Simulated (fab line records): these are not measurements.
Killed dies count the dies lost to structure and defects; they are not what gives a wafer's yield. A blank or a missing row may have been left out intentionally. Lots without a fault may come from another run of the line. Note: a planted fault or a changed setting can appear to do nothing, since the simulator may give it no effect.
fab line records    flow nand-harc
[record] lots = 24  wafers = 72  last-day = 34
route steps=1302 shown P_M0@282 P_M1@303 P_BONDPAD@370 A_ZERO_WELL@404
lots that met no fault: taken from a fault-free run of the same line
start-h: hours from the record's first day to the start of the lot's first wafer shown    wait-h: hours from the lot's prior step to this one    " repeats the value in the row above    L1.1+2: a row that stands for several wafers    - no value, or no start given    * or withheld: withheld    < > ~ a bound
route shown NAME@n: a module of which the file shows steps, and the number in the route of the first    usual: mean and standard deviation over wafers with no fault    same: alike in all rows    chamber/n: place in a boat    sites: the reading at each site    _std_site: standard deviation of those values    _edge_site: inner sites' mean taken away from outer sites' mean    radius-mm: for every site, how far away it sits from the centre of the wafer    mask NAME#n: copy n    behind: the tool/chamber that last shaped the wafer    hold: why the lot went on hold/how many hours it stayed there/how the hold came to an end    device: transistor that didn't switch, given as n, p or np    end of line: the route-end tests of the same wafers    a step with no rows: only its recipe    killed: at the first sort, the dies lost to defects and structure; wafer yield is something else    map: shows each die of a wafer: x if killed, . if not, _ if none is there
set.NAME: the run value of the setting; set.NAME@STEP: its run value at that earlier step    model.NAME: the simulator's own value behind a step, which no gauge read
the route's steps for a sample of lots (tables are steps, rows are wafers)
services: from which hour (start-h, from the record's first day; less than 0 if before it) a tool's chamber was out of use, for how many hours, and why
[[steps]]
[step NHARC_P_M0_INSPECT_27]
[usual] raw-defect-count = 345/160
lot.wafer  tool               chamber  start-h  wait-h  raw-defect-count
L074.1     defect-inspect-02  -        122.38   0.0     278
L074.3     "                  -        "        "       427
L074.5     "                  -        "        "       193
L075.1     defect-inspect-02  -        137.80   0.0     231
L075.2     "                  -        "        "       213
L075.4     "                  -        "        "       276
L077.1     defect-inspect-01  -        153.38   0.0     227
L077.5     "                  -        "        "       133
L077.6     "                  -        "        "       282
L076.1     defect-inspect-01  -        155.95   0.0     593
L076.4     "                  -        "        "       679
L076.5     "                  -        "        "       588
L078.3     defect-inspect-01  -        165.32   0.0     177
L078.5     "                  -        "        "       413
L078.6     "                  -        "        "       366
L079.1     defect-inspect-02  -        178.11   0.0     178
L079.2     "                  -        "        "       256
L079.6     "                  -        "        "       255
L080.3     defect-inspect-02  -        183.54   0.0     352
L080.5     "                  -        "        "       652
L080.6     "                  -        "        "       435
L081.3     defect-inspect-01  -        188.01   0.0     390
L081.4     "                  -        "        "       388
L081.5     "                  -        "        "       296
L082.1     defect-inspect-02  -        208.45   0.0     166
L082.2     "                  -        "        "       415
L082.3     "                  -        "        "       266
L083.1     defect-inspect-02  -        209.53   0.0     335
L083.5     "                  -        "        "       202
L083.6     "                  -        "        "       200
L084.3     defect-inspect-01  -        226.08   0.0     292
L084.4     "                  -        "        "       593
L084.6     "                  -        "        "       345
L085.2     defect-inspect-01  -        239.70   0.0     170
L085.4     "                  -        "        "       445
L085.6     "                  -        "        "       222
L086.1     defect-inspect-02  -        247.72   0.0     522
L086.2     "                  -        "        "       419
L086.4     "                  -        "        "       1265
L087.1     defect-inspect-02  -        271.57   0.0     165
L087.5     "                  -        "        "       318
L087.6     "                  -        "        "       345
L089.1     defect-inspect-02  -        272.31   0.0     446
L089.2     "                  -        "        "       617
L089.6     "                  -        "        "       297
L088.1     defect-inspect-02  -        272.81   0.0     511
L088.5     "                  -        "        "       255
L088.6     "                  -        "        "       383
L090.2     defect-inspect-02  -        286.34   0.0     511
L090.4     "                  -        "        "       351
L090.6     "                  -        "        "       359
L091.1     defect-inspect-02  -        295.66   0.0     224
L091.2     "                  -        "        "       406
L091.4     "                  -        "        "       157
L092.3     defect-inspect-02  -        302.03   0.0     230
L092.4     "                  -        "        "       147
L092.5     "                  -        "        "       244
L094.2     defect-inspect-02  -        317.49   0.0     238
L094.3     "                  -        "        "       216
L094.4     "                  -        "        "       189
L093.2     defect-inspect-02  -        318.31   0.0     232
L093.3     "                  -        "        "       243
L093.5     "                  -        "        "       302
L095.1     defect-inspect-02  -        329.82   0.0     221
L095.2     "                  -        "        "       251
L095.3     "                  -        "        "       440
L096.1     defect-inspect-02  -        342.63   0.0     208
L096.2     "                  -        "        "       585
L096.5     "                  -        "        "       463
L097.2     defect-inspect-02  -        356.29   0.0     365
L097.4     "                  -        "        "       240
L097.6     "                  -        "        "       321
[step NHARC_P_M1_ETCH_28]
[recipe] target-depth-a = 300  over-etch-frac = 0.3  time-s = 72.99  ion-energy-ev = 150  cf4-flow-sccm = 50  n2-flow-sccm = 100  ar-flow-sccm = 150  rf-w = 300  bias-w = 100  chemistry = CF4/N2
[usual] drypump-motor-current-A = 5.4/0.51  oes-product-au = 1.002/0.0076  rf-vpp-V = 314.0/1.8  showerhead-plenum-p-Torr = 2.61/0.098  throttle-valve-pct = 19.794/0.0081
lot.wafer  tool         chamber  start-h  wait-h  drypump-motor-current-A  oes-product-au  rf-hours-counter-h  rf-vpp-V  showerhead-plenum-p-Torr  throttle-valve-pct
L074.1     rie-diel-06  2        -        -       5.0                      1.000           13                  312.2     2.52                      19.794
L074.3     "            3        "        "       5.1                      1.007           14                  312.3     2.54                      19.786
L074.5     "            0        "        "       5.7                      1.011           -                   312.0     2.61                      19.779
L075.2     rie-diel-11  3        -        -       5.5                      1.014           3                   315.0     2.60                      19.787
L075.1     "            1        "        "       4.7                      1.006           4                   315.5     2.73                      19.792
L075.4     "            2        "        "       5.7                      1.009           3                   312.3     2.49                      19.797
L077.1     rie-diel-06  1        -        -       6.2                      0.993           1                   310.7     2.45                      19.785
L077.5     "            1        "        "       6.2                      0.997           -                   310.7     2.45                      19.807
L077.6     "            2        "        "       5.0                      0.994           -                   311.8     2.52                      19.796
L076.1     rie-diel-09  0        -        -       5.8                      1.000           1                   313.2     2.58                      19.791
L076.4     "            1        "        "       5.6                      0.994           1                   314.3     2.67                      19.792
L076.5     "            0        "        "       5.8                      0.994           -                   313.8     2.58                      19.808
L078.3     rie-diel-09  0        -        -       5.8                      1.001           3                   311.4     2.58                      19.796
L078.6     "            1        "        "       5.6                      1.004           -                   315.0     2.67                      19.799
L078.5     "            2        "        "       4.9                      0.991           -                   315.2     2.71                      19.776
L079.1     rie-diel-11  1        -        -       4.7                      1.003           5                   316.7     2.73                      19.793
L079.2     "            0        "        "       4.9                      1.007           5                   315.0     2.72                      19.795
L079.6     "            1        "        "       4.7                      0.994           -                   316.0     2.73                      19.781
L080.3     rie-diel-06  0        -        -       5.6                      0.998           4                   314.5     2.61                      19.798
L080.6     "            3        "        "       5.0                      0.991           -                   313.4     2.54                      19.791
L080.5     "            0        "        "       5.6                      0.991           -                   312.9     2.61                      19.804
L081.3     rie-diel-09  0        -        -       5.8                      0.997           10                  312.2     2.57                      19.793
L081.4     "            2        "        "       4.9                      0.993           12                  315.0     2.70                      19.790
L081.5     "            1        "        "       5.6                      0.994           -                   314.6     2.67                      19.801
L082.3     rie-diel-11  0        -        -       4.9                      1.007           7                   315.8     2.72                      19.797
L082.1     "            1        "        "       4.7                      0.997           7                   316.3     2.73                      19.792
L082.2     "            3        "        "       5.5                      1.013           7                   314.6     2.60                      19.791
L083.1     rie-diel-11  3        -        -       5.5                      1.022           7                   312.7     2.60                      19.782
L083.6     "            3        "        "       5.5                      1.015           -                   314.1     2.60                      19.800
L083.5     "            1        "        "       4.7                      0.993           -                   316.5     2.73                      19.783
L084.4     rie-diel-11  2        -        -       5.8                      1.011           8                   311.1     2.49                      19.804
L084.3     "            3        "        "       5.5                      1.014           8                   314.3     2.60                      19.793
L084.6     "            1        "        "       4.7                      1.006           -                   314.4     2.73                      19.803
L085.4     rie-diel-06  2        -        -       5.0                      0.989           9                   312.5     2.51                      19.796
L085.2     "            3        "        "       5.1                      0.983           9                   313.0     2.54                      19.806
L085.6     "            0        "        "       5.6                      0.998           -                   316.0     2.60                      19.798
L086.1     rie-diel-06  0        -        -       5.6                      1.001           9                   313.1     2.60                      19.789
L086.2     "            1        "        "       6.2                      1.009           8                   310.1     2.45                      19.791
L086.4     "            2        "        "       4.9                      1.003           9                   311.6     2.51                      19.798
L087.1     rie-diel-06  0        -        -       5.6                      0.998           11                  313.8     2.60                      19.796
L087.6     "            2        "        "       5.0                      1.003           -                   313.4     2.51                      19.802
L087.5     "            3        "        "       5.0                      1.000           -                   312.2     2.54                      19.797
L089.2     rie-diel-09  2        -        -       4.9                      0.994           39                  315.1     2.69                      19.798
L089.1     "            3        "        "       6.5                      1.003           42                  315.5     2.74                      19.808
L089.6     "            2        "        "       4.9                      1.006           -                   314.4     2.69                      19.801
L088.1     rie-diel-11  1        -        -       4.7                      1.016           1                   316.2     2.72                      19.793
L088.6     "            1        "        "       4.7                      1.001           -                   315.8     2.72                      19.792
L088.5     "            2        "        "       5.7                      0.994           -                   312.5     2.49                      19.789
L090.2     rie-diel-11  3        -        -       5.5                      1.009           3                   316.1     2.60                      19.808
L090.4     "            0        "        "       4.9                      1.000           2                   315.5     2.72                      19.792
L090.6     "            2        "        "       5.7                      1.003           -                   311.5     2.49                      19.803
L091.2     rie-diel-11  0        -        -       4.9                      0.997           3                   314.3     2.72                      19.809
L091.1     "            1        "        "       4.7                      1.002           4                   315.4     2.72                      19.803
L091.4     "            3        "        "       5.5                      0.995           3                   313.6     2.60                      19.786
L092.4     rie-diel-11  2        -        -       5.7                      1.001           4                   311.2     2.49                      19.783
L092.3     "            3        "        "       5.5                      1.004           3                   314.0     2.60                      19.790
L092.5     "            1        "        "       4.7                      1.006           -                   315.5     2.72                      19.794
L094.2     rie-diel-06  3        -        -       5.0                      1.003           0                   313.3     2.53                      19.795
L094.4     "            1        "        "       6.2                      1.001           0                   311.0     2.44                      19.801
L094.3     "            2        "        "       5.0                      0.992           0                   311.6     2.51                      19.796
L093.3     rie-diel-11  0        -        -       4.9                      0.995           5                   314.4     2.72                      19.795
L093.2     "            3        "        "       5.5                      1.001           5                   315.0     2.60                      19.780
L093.5     "            0        "        "       4.9                      0.996           -                   317.2     2.72                      19.784
L095.1     rie-diel-09  1        -        -       5.6                      0.989           0                   315.9     2.65                      19.790
L095.2     "            2        "        "       4.9                      0.999           0                   314.2     2.69                      19.788
L095.3     "            3        "        "       6.5                      0.994           0                   314.6     2.73                      19.789
L096.2     rie-diel-11  0        -        -       4.9                      1.014           7                   317.1     2.72                      19.807
L096.1     "            2        "        "       5.7                      1.001           7                   311.4     2.48                      19.785
L096.5     "            0        "        "       4.9                      1.005           -                   316.8     2.72                      19.790
L097.2     rie-diel-11  1        -        -       4.7                      1.000           5                   316.0     2.72                      19.768
L097.6     "            1        "        "       4.7                      1.000           -                   316.5     2.72                      19.785
L097.4     "            2        "        "       5.7                      0.994           -                   312.3     2.48                      19.778
[step NHARC_P_M1_PVD_20]
[recipe] target-thk-a = 50  bias-v = 168.6  power-w = 15000  chamber-pressure-pa = 0.12  time-s = 8.06  substrate-temp-c = 50  material = TaN
[usual] throttle-valve-pct = 30.1/1.1
lot.wafer  tool            chamber  start-h  wait-h  throttle-valve-pct
L074.3     pvd-sputter-01  -        -        -       28.6
L074.1     "               -        "        "       30.7
L074.5     "               -        "        "       28.7
L075.4     pvd-sputter-01  -        -        -       29.9
L075.1     "               -        "        "       30.7
L075.2     "               -        "        "       30.7
L077.1     pvd-sputter-03  -        -        -       30.5
L077.5     "               -        "        "       30.5
L077.6     "               -        "        "       29.6
L076.4     pvd-sputter-02  -        -        -       32.1
L076.1     "               -        "        "       28.7
L076.5     "               -        "        "       32.2
L078.3     pvd-sputter-03  -        -        -       29.2
L078.5     "               -        "        "       29.7
L078.6     "               -        "        "       30.3
L079.1     pvd-sputter-02  -        -        -       28.8
L079.2     "               -        "        "       31.7
L079.6     "               -        "        "       28.8
L080.3     pvd-sputter-01  -        -        -       28.8
L080.5     "               -        "        "       29.9
L080.6     "               -        "        "       28.6
L081.3     pvd-sputter-03  -        -        -       29.4
L081.4     "               -        "        "       29.1
L081.5     "               -        "        "       28.9
L082.1     pvd-sputter-01  -        -        -       30.5
L082.2     "               -        "        "       28.7
L082.3     "               -        "        "       30.7
L083.1     pvd-sputter-02  -        -        -       28.9
L083.6     "               -        "        "       31.8
L083.5     "               -        "        "       31.4
L084.4     pvd-sputter-03  -        -        -       29.0
L084.3     "               -        "        "       29.5
L084.6     "               -        "        "       28.7
L085.2     pvd-sputter-01  -        -        -       30.8
L085.4     "               -        "        "       30.9
L085.6     "               -        "        "       31.1
L086.4     pvd-sputter-01  -        -        -       30.9
L086.1     "               -        "        "       30.9
L086.2     "               -        "        "       29.1
L087.1     pvd-sputter-02  -        -        -       32.1
L087.6     "               -        "        "       29.1
L087.5     "               -        "        "       28.6
L089.1     pvd-sputter-01  -        -        -       30.6
L089.2     "               -        "        "       31.1
L089.6     "               -        "        "       30.9
L088.1     pvd-sputter-03  -        -        -       30.2
L088.6     "               -        "        "       30.2
L088.5     "               -        "        "       29.0
L090.2     pvd-sputter-03  -        -        -       28.8
L090.4     "               -        "        "       29.8
L090.6     "               -        "        "       30.1
L091.2     pvd-sputter-03  -        -        -       29.5
L091.4     "               -        "        "       30.2
L091.1     "               -        "        "       28.9
L092.4     pvd-sputter-02  -        -        -       32.3
L092.3     "               -        "        "       30.1
L092.5     "               -        "        "       29.1
L094.2     pvd-sputter-01  -        -        -       30.8
L094.3     "               -        "        "       29.1
L094.4     "               -        "        "       31.2
L093.2     pvd-sputter-02  -        -        -       32.2
L093.3     "               -        "        "       30.1
L093.5     "               -        "        "       31.2
L095.1     pvd-sputter-01  -        -        -       29.3
L095.2     "               -        "        "       30.9
L095.3     "               -        "        "       31.4
L096.2     pvd-sputter-01  -        -        -       31.1
L096.1     "               -        "        "       30.7
L096.5     "               -        "        "       30.8
L097.4     pvd-sputter-01  -        -        -       30.8
L097.2     "               -        "        "       29.3
L097.6     "               -        "        "       31.1
[step NHARC_P_BONDPAD_CD_MEAS_13]
[usual] cd-nm = 499.1/1.5
lot.wafer  tool       chamber  start-h  wait-h  cd-nm
L074.1     cd-sem-03  -        132.94   -       500.8
L074.3     "          -        "        "       500.5
L074.5     "          -        "        "       501.0
L075.1     cd-sem-03  -        148.95   -       498.7
L075.2     "          -        "        "       497.8
L075.4     "          -        "        "       495.9
L077.1     cd-sem-02  -        164.65   -       495.5
L077.5     "          -        "        "       499.0
L077.6     "          -        "        "       497.7
L076.1     cd-sem-02  -        166.84   -       499.8
L076.4     "          -        "        "       498.2
L076.5     "          -        "        "       499.0
L078.3     cd-sem-02  -        176.00   -       498.1
L078.5     "          -        "        "       500.0
L078.6     "          -        "        "       499.6
L079.1     cd-sem-01  -        188.66   -       501.0
L079.2     "          -        "        "       501.4
L079.6     "          -        "        "       500.6
L080.3     cd-sem-02  -        194.02   -       497.6
L080.5     "          -        "        "       497.6
L080.6     "          -        "        "       497.0
L081.3     cd-sem-01  -        198.69   -       500.3
L081.4     "          -        "        "       499.4
L081.5     "          -        "        "       500.6
L082.1     cd-sem-03  -        219.24   -       499.8
L082.2     "          -        "        "       499.3
L082.3     "          -        "        "       499.9
L083.1     cd-sem-03  -        220.33   -       499.3
L083.5     "          -        "        "       498.3
L083.6     "          -        "        "       498.3
L084.3     cd-sem-01  -        236.95   -       499.2
L084.4     "          -        "        "       496.9
L084.6     "          -        "        "       499.9
L085.2     cd-sem-03  -        250.34   -       498.7
L085.4     "          -        "        "       498.9
L085.6     "          -        "        "       498.3
L086.1     cd-sem-03  -        258.56   -       497.3
L086.2     "          -        "        "       498.5
L086.4     "          -        "        "       500.5
L087.1     cd-sem-01  -        281.98   -       502.2
L087.5     "          -        "        "       502.1
L087.6     "          -        "        "       501.3
L089.1     cd-sem-01  -        282.85   -       497.1
L089.2     "          -        "        "       497.5
L089.6     "          -        "        "       497.4
L088.1     cd-sem-02  -        283.82   -       502.1
L088.5     "          -        "        "       500.3
L088.6     "          -        "        "       499.9
L090.2     cd-sem-01  -        296.93   -       497.6
L090.4     "          -        "        "       498.4
L090.6     "          -        "        "       498.6
L091.1     cd-sem-03  -        306.29   -       495.9
L091.2     "          -        "        "       496.9
L091.4     "          -        "        "       497.7
L092.3     cd-sem-02  -        312.66   -       498.1
L092.4     "          -        "        "       497.9
L092.5     "          -        "        "       497.9
L094.2     cd-sem-01  -        328.13   -       499.3
L094.3     "          -        "        "       497.7
L094.4     "          -        "        "       499.3
L093.2     cd-sem-02  -        329.02   -       498.1
L093.3     "          -        "        "       498.4
L093.5     "          -        "        "       497.3
L095.1     cd-sem-01  -        340.67   -       500.1
L095.2     "          -        "        "       500.4
L095.3     "          -        "        "       502.5
L096.1     cd-sem-01  -        353.72   -       500.3
L096.2     "          -        "        "       501.5
L096.5     "          -        "        "       500.7
L097.2     cd-sem-03  -        367.15   -       499.9
L097.4     "          -        "        "       499.6
L097.6     "          -        "        "       499.1
[step NHARC_P_BONDPAD_PRE_CLEAN_26]
[recipe] time-s = 30  temp-c = 280  gas = H2/He
[usual] heater-power-w = 445/32  susceptor-temp-C = 280.02/0.16
lot.wafer  tool            chamber  start-h  wait-h  heater-power-w  susceptor-temp-C
L074.1     pvd-sputter-01  -        -        -       503             279.87
L074.3     "               -        "        "       398             280.14
L074.5     "               -        "        "       428             279.87
L075.2     pvd-sputter-01  -        -        -       420             280.21
L075.4     "               -        "        "       502             280.33
L075.1     "               -        "        "       466             279.99
L077.1     pvd-sputter-03  -        -        -       452             279.91
L077.5     "               -        "        "       441             279.73
L077.6     "               -        "        "       464             280.25
L076.1     pvd-sputter-01  -        -        -       506             280.29
L076.4     "               -        "        "       402             279.94
L076.5     "               -        "        "       394             279.67
L078.3     pvd-sputter-01  -        -        -       399             280.13
L078.5     "               -        "        "       402             280.25
L078.6     "               -        "        "       466             280.07
L079.2     pvd-sputter-02  -        -        -       471             280.20
L079.1     "               -        "        "       412             279.82
L079.6     "               -        "        "       459             280.03
L080.3     pvd-sputter-02  -        -        -       392             279.72
L080.6     "               -        "        "       470             280.06
L080.5     "               -        "        "       397             280.00
L081.4     pvd-sputter-02  -        -        -       398             279.88
L081.3     "               -        "        "       431             280.10
L081.5     "               -        "        "       399             280.14
L082.3     pvd-sputter-01  -        -        -       460             279.90
L082.2     "               -        "        "       418             279.86
L082.1     "               -        "        "       493             279.84
L083.1     pvd-sputter-02  -        -        -       394             -
L083.6     "               -        "        "       454             -
L083.5     "               -        "        "       462             -
L084.3     pvd-sputter-02  -        -        -       443             -
L084.4     "               -        "        "       411             -
L084.6     "               -        "        "       457             -
L085.2     pvd-sputter-02  -        -        -       460             279.96
L085.4     "               -        "        "       472             279.99
L085.6     "               -        "        "       438             280.09
L086.2     pvd-sputter-03  -        -        -       447             280.17
L086.4     "               -        "        "       438             279.91
L086.1     "               -        "        "       454             279.71
L087.1     pvd-sputter-01  -        -        -       383             279.94
L087.6     "               -        "        "       394             279.97
L087.5     "               -        "        "       453             279.71
L089.1     pvd-sputter-02  -        -        -       469             279.89
L089.2     "               -        "        "       469             280.04
L089.6     "               -        "        "       440             279.64
L088.1     pvd-sputter-03  -        -        -       460             280.25
L088.5     "               -        "        "       433             280.13
L088.6     "               -        "        "       463             279.96
L090.4     pvd-sputter-01  -        -        -       395             280.22
L090.2     "               -        "        "       460             279.97
L090.6     "               -        "        "       486             280.02
L091.1     pvd-sputter-01  -        -        -       421             280.03
L091.4     "               -        "        "       490             280.05
L091.2     "               -        "        "       463             279.89
L092.3     pvd-sputter-03  -        -        -       457             279.76
L092.4     "               -        "        "       448             280.00
L092.5     "               -        "        "       455             279.90
L094.2     pvd-sputter-01  -        -        -       387             280.08
L094.4     "               -        "        "       460             279.93
L094.3     "               -        "        "       484             279.88
L093.2     pvd-sputter-02  -        -        -       451             279.93
L093.3     "               -        "        "       403             279.95
L093.5     "               -        "        "       459             280.10
L095.2     pvd-sputter-03  -        -        -       460             280.16
L095.1     "               -        "        "       457             279.92
L095.3     "               -        "        "       434             280.08
L096.2     pvd-sputter-02  -        -        -       469             279.96
L096.1     "               -        "        "       408             280.23
L096.5     "               -        "        "       468             280.06
L097.4     pvd-sputter-01  -        -        -       389             -
L097.2     "               -        "        "       423             -
L097.6     "               -        "        "       395             -
[step NHARC_A_ZERO_WELL_ETCH_19]
[recipe] target-depth-a = 800  overetch-a = 240  time-s = 87.88  ion-energy-ev = 200  n2-flow-sccm = 150  h2-flow-sccm = 150  ar-flow-sccm = 0  rf-w = 400  bias-w = 150  chemistry = N2/H2
[usual] drypump-motor-current-A = 5.5/0.38  h2-flow-sccm = 150.0/0.44  oes-product-au = 1.002/0.0072  rf-vpp-V = 431/3  showerhead-plenum-p-Torr = 2.04/0.1  throttle-valve-pct = 14.171/0.0091
lot.wafer  tool         chamber  start-h  wait-h  drypump-motor-current-A  h2-flow-sccm  oes-product-au  rf-hours-counter-h  rf-vpp-V  showerhead-plenum-p-Torr  throttle-valve-pct
L074.1     rie-diel-08  2        136.75   0.1     5.3                      149.1         1.002           43                  428       1.96                      14.166
L074.3     "            0        "        "       5.4                      149.5         0.991           40                  429       1.96                      14.169
L074.5     "            1        "        "       6.0                      150.1         0.999           -                   426       1.90                      14.174
L075.2     rie-diel-05  3        152.72   0.1     5.1                      150.1         1.003           2                   429       1.91                      14.164
L075.4     "            0        "        "       5.2                      150.1         1.011           1                   435       2.18                      14.179
L075.1     "            2        "        "       5.9                      150.1         1.010           1                   431       2.05                      14.175
L077.1     rie-diel-05  0        168.48   0.1     5.3                      150.2         1.010           2                   434       2.18                      14.161
L077.5     "            1        "        "       5.7                      150.2         0.997           -                   433       2.12                      14.169
L077.6     "            2        "        "       6.0                      150.4         1.003           -                   431       2.05                      14.174
L076.4     rie-diel-05  1        170.80   0.1     5.7                      150.2         0.994           2                   432       2.12                      14.173
L076.1     "            2        "        "       5.9                      149.7         0.995           2                   429       2.05                      14.179
L076.5     "            0        "        "       5.2                      151.4         0.997           -                   434       2.18                      14.174
L078.3     rie-diel-03  1        179.91   0.1     6.7                      149.6         0.990           11                  428       1.93                      14.155
L078.5     "            2        "        "       6.0                      149.8         0.996           -                   427       1.90                      14.186
L078.6     "            3        "        "       6.2                      150.4         1.006           -                   429       2.05                      14.160
L079.1     rie-diel-05  2        192.49   0.1     5.9                      150.1         1.008           2                   432       2.05                      14.166
L079.2     "            0        "        "       5.2                      149.7         1.013           2                   433       2.18                      14.178
L079.6     "            1        "        "       5.7                      149.3         1.004           -                   433       2.12                      14.155
L080.3     rie-diel-03  0        197.68   0.1     5.1                      149.5         1.005           12                  426       1.89                      14.169
L080.5     "            3        "        "       6.2                      150.9         1.003           -                   431       2.04                      14.188
L080.6     "            0        "        "       5.1                      149.8         1.000           -                   427       1.89                      14.178
L081.4     rie-diel-05  1        202.38   0.1     5.7                      149.2         1.000           2                   433       2.12                      14.165
L081.3     "            3        "        "       5.1                      149.7         1.008           2                   428       1.91                      14.177
L081.5     "            1        "        "       5.7                      150.2         0.996           -                   433       2.12                      14.158
L082.1     rie-diel-05  3        223.16   0.1     5.1                      149.2         1.010           3                   428       1.91                      14.174
L082.3     "            0        "        "       5.2                      150.2         1.018           3                   434       2.18                      14.176
L082.2     "            2        "        "       5.9                      150.2         1.004           3                   431       2.05                      14.182
L083.1     rie-diel-05  1        224.14   0.1     5.7                      149.5         1.005           3                   433       2.12                      14.171
L083.6     "            2        "        "       6.0                      150.3         1.003           -                   433       2.05                      14.189
L083.5     "            3        "        "       5.1                      150.0         1.013           -                   426       1.91                      14.174
L084.3     rie-diel-05  0        240.70   0.1     5.3                      150.1         1.010           0                   436       2.18                      14.174
L084.4     "            1        "        "       5.7                      150.2         1.004           0                   433       2.12                      14.157
L084.6     "            2        "        "       6.0                      150.2         0.995           -                   431       2.05                      14.169
L085.4     rie-diel-05  3        254.17   0.1     5.1                      149.9         1.007           0                   428       1.91                      14.189
L085.2     "            0        "        "       5.2                      150.5         1.008           0                   436       2.18                      14.159
L085.6     "            2        "        "       6.0                      150.7         1.014           -                   431       2.05                      14.167
L086.2     rie-diel-05  0        262.25   0.1     5.3                      149.9         1.001           0                   435       2.18                      14.148
L086.4     "            2        "        "       6.0                      149.6         1.000           0                   430       2.05                      14.171
L086.1     "            3        "        "       5.1                      150.3         1.005           0                   426       1.91                      14.170
L087.1     rie-diel-05  2        285.71   0.1     6.0                      150.2         0.997           2                   430       2.05                      14.177
L087.5     "            2        "        "       6.0                      150.5         0.995           -                   430       2.05                      14.181
L087.6     "            3        "        "       5.1                      149.0         1.003           -                   428       1.91                      14.162
L089.1     rie-diel-08  3        286.67   0.1     5.2                      150.2         0.996           30                  432       2.05                      14.156
L089.2     "            0        "        "       5.4                      149.9         0.999           32                  425       1.94                      14.171
L089.6     "            3        "        "       5.3                      149.4         1.001           -                   431       2.05                      14.162
L088.1     rie-diel-08  2        287.63   0.1     5.3                      149.0         0.997           29                  428       1.95                      14.164
L088.6     "            2        "        "       5.3                      149.9         1.000           -                   428       1.95                      14.173
L088.5     "            3        "        "       5.2                      150.3         0.993           -                   430       2.05                      14.175
L090.2     rie-diel-05  0        300.74   0.1     5.2                      149.8         0.993           2                   433       2.18                      14.190
L090.6     "            2        "        "       6.0                      149.8         1.008           -                   431       2.05                      14.172
L090.4     "            0        "        "       5.3                      149.6         0.998           -                   435       2.18                      14.170
L091.1     rie-diel-05  3        310.29   0.1     5.2                      149.5         1.007           2                   427       1.91                      14.158
L091.4     "            1        "        "       5.7                      150.1         0.999           1                   433       2.12                      14.169
L091.2     "            2        "        "       5.9                      149.9         0.999           2                   432       2.05                      14.157
L092.3     rie-diel-05  1        316.31   0.1     5.7                      150.2         0.995           2                   433       2.12                      14.185
L092.4     "            3        "        "       5.1                      150.2         1.009           2                   427       1.91                      14.178
L092.5     "            2        "        "       6.0                      150.7         0.987           -                   432       2.05                      14.156
L094.2     rie-diel-05  2        331.85   0.1     5.9                      150.2         0.997           3                   430       2.05                      14.161
L094.3     "            3        "        "       5.1                      150.1         1.003           3                   427       1.91                      14.175
L094.4     "            0        "        "       5.2                      149.0         1.003           3                   434       2.18                      14.178
L093.2     rie-diel-05  1        332.84   0.1     5.7                      150.0         1.009           2                   434       2.12                      14.163
L093.3     "            2        "        "       5.9                      150.8         0.999           3                   430       2.05                      14.167
L093.5     "            0        "        "       5.2                      150.2         0.993           -                   434       2.18                      14.170
L095.2     rie-diel-05  3        344.55   0.1     5.1                      150.6         0.995           3                   427       1.91                      14.166
L095.3     "            0        "        "       5.3                      149.9         1.007           3                   435       2.18                      14.169
L095.1     "            1        "        "       5.7                      150.1         1.007           2                   433       2.12                      14.170
L096.1     rie-diel-05  2        357.38   0.1     5.9                      150.1         1.000           3                   431       2.05                      14.166
L096.2     "            0        "        "       5.3                      150.0         1.001           3                   434       2.18                      14.165
L096.5     "            3        "        "       5.1                      149.7         1.005           -                   426       1.91                      14.174
L097.2     rie-diel-05  0        370.99   0.1     5.3                      150.1         0.997           4                   435       2.18                      14.172
L097.4     "            1        "        "       5.7                      150.2         0.994           3                   432       2.12                      14.174
L097.6     "            0        "        "       5.3                      149.5         0.994           -                   434       2.18                      14.166
[[services]]
tool            chamber  start-h  hours  kind
rie-diel-06     0        104.78   6.2    repair
pvd-sputter-02  -        108.52   10.0   pm
rie-diel-06     2        118.14   4.9    repair
rie-diel-06     -        130.20   9.0    pm
rie-diel-05     -        134.59   2.6    repair
rie-diel-06     1        146.76   2.1    repair
rie-diel-05     1        161.11   5.5    repair
pvd-sputter-03  -        170.00   10.0   pm
rie-diel-06     3        202.62   7.1    repair
rie-diel-11     2        209.29   5.0    repair
pvd-sputter-01  -        226.09   10.0   pm
rie-diel-11     -        226.63   0.5    repair
rie-diel-05     -        229.60   9.0    pm
pvd-sputter-03  -        246.90   2.3    repair
rie-diel-11     -        255.50   9.0    pm
rie-diel-05     1        277.44   11.3   repair
pvd-sputter-02  -        286.53   10.0   pm
rie-diel-05     3        296.45   5.2    repair
rie-diel-11     1        304.75   4.0    repair
pvd-sputter-03  -        318.58   0.9    repair
rie-diel-11     1        319.03   32.4   repair
rie-diel-05     2        323.04   7.3    repair
pvd-sputter-03  -        348.00   10.0   pm
rie-diel-11     0        356.24   16.3   repair
[[key]]
fault none
